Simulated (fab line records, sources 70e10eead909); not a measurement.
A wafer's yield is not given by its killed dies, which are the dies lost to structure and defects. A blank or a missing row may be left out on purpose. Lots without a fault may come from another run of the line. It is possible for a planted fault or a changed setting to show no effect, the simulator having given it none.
Struck lot and sound lot, side by side ; flow nandHarc ; 13 out of 1159 route steps
Sound: wafers L568.2, L568.3, L568.4. Wafers L572.3, L572.5, L572.6 were the ones struck. The cause comes at the end.
Per side, at each step with rows, come the tool, then ch with its chambers, and then its first start. Under that, the readings that differ: sound wafers ; struck wafers ; difference of the means ; sigmas: that difference in standard deviations of wafers without a fault.
alike: readings with means less than 2 such deviations apart, plus words and numbers identical on both sides. not compared: withheld readings, readings lacking a value on some wafer, bounds such as >300 that could conceal the same value, and numbers that have no deviation in the record and whose values overlap.
Wherever a step has rows on one side only, a row that says differs or no value, or a row with sigmas, the two part there. When numbers do not overlap yet have no deviation, they are printed without sigmas and do not part them. A reading missing from all wafers of one side parts the sides only when that side holds two or more wafers.

NHARC_A_M0_DEGAS_28: time 60 s.
  sound on pvdSputter-01 at day 18 01:52; struck on pvdSputter-02 at day 18 23:52
  alike: heaterPowerW
then, 2 steps without rows for these wafers: NHARC_A_M0_PRE_CLEAN_29 (time 30 s); NHARC_A_M0_PVD_20 (deposits TaN, target thk 5 nm, time 8.06 s).
NHARC_A_M0_PVD_21: deposits Cu, target thk 30 nm, time 20.49 s.
  sound on pvdSputter-01; struck on pvdSputter-02
  alike: substrateTempC, throttleValvePct
then, 1 step without rows for these wafers: NHARC_A_M0_ECD_22 (material Cu, target thk 400 nm).
NHARC_A_M0_ANNEAL_30: time 90 s.
  sound on rtpAnneal-01 ch 0, day 18 02:51; struck on rtpAnneal-02 ch 0, day 19 00:41
  alike: wafer_temp_C_max
NHARC_A_M0_CMP_23: polishes, t overpolish 20 s, target thk 113.75 nm.
  sound on cmp-03 ch 1,2,3, day 18 03:08; struck on cmp-04 ch 1,2, day 19 00:56
  alike: motorCurrentA, timeToEndpointS
NHARC_A_M0_THK_MEAS_24: measures by xrf.
  sound on filmMetro-02 at day 18 03:28; struck on filmMetro-02 at day 19 01:15
  alike: thkNm
after that, 1 step had no rows for these wafers: NHARC_A_M0_SRD_25.
NHARC_A_M0_INSPECT_27:
  sound on defectInspect-01 at day 18 03:37; struck on defectInspect-02 at day 19 01:25
  alike: rawDefectCount
NHARC_A_M0_PRE_CLEAN_31: time 12 s.
  sound on pecvd-01 ch 0,1, day 18 03:41; struck on pecvd-01 ch 0,1,2, day 19 01:31
  alike: heaterPowerW
NHARC_A_M0_DEP_32: deposits SiCN, target thk 30 nm.
  sound on pecvd-01 ch 0,1, day 18 03:46; struck on pecvd-01 ch 0,1,2, day 19 01:38
  no value came back on the struck wafers for chamberPressureTorr (Torr), heaterPowerOuterW (W), heaterPowerW (W); on the sound wafers chamberPressureTorr (Torr) reads 2.994 2.999 2.995
then, 1 step without rows for these wafers: NHARC_A_M1_DEP_00 (deposits SiOC, target thk 182.5 nm).

WHERE THEY PART
At NHARC_A_M0_DEP_32 and nowhere else, as far as this record goes.

WHY: whatever the simulator had introduced
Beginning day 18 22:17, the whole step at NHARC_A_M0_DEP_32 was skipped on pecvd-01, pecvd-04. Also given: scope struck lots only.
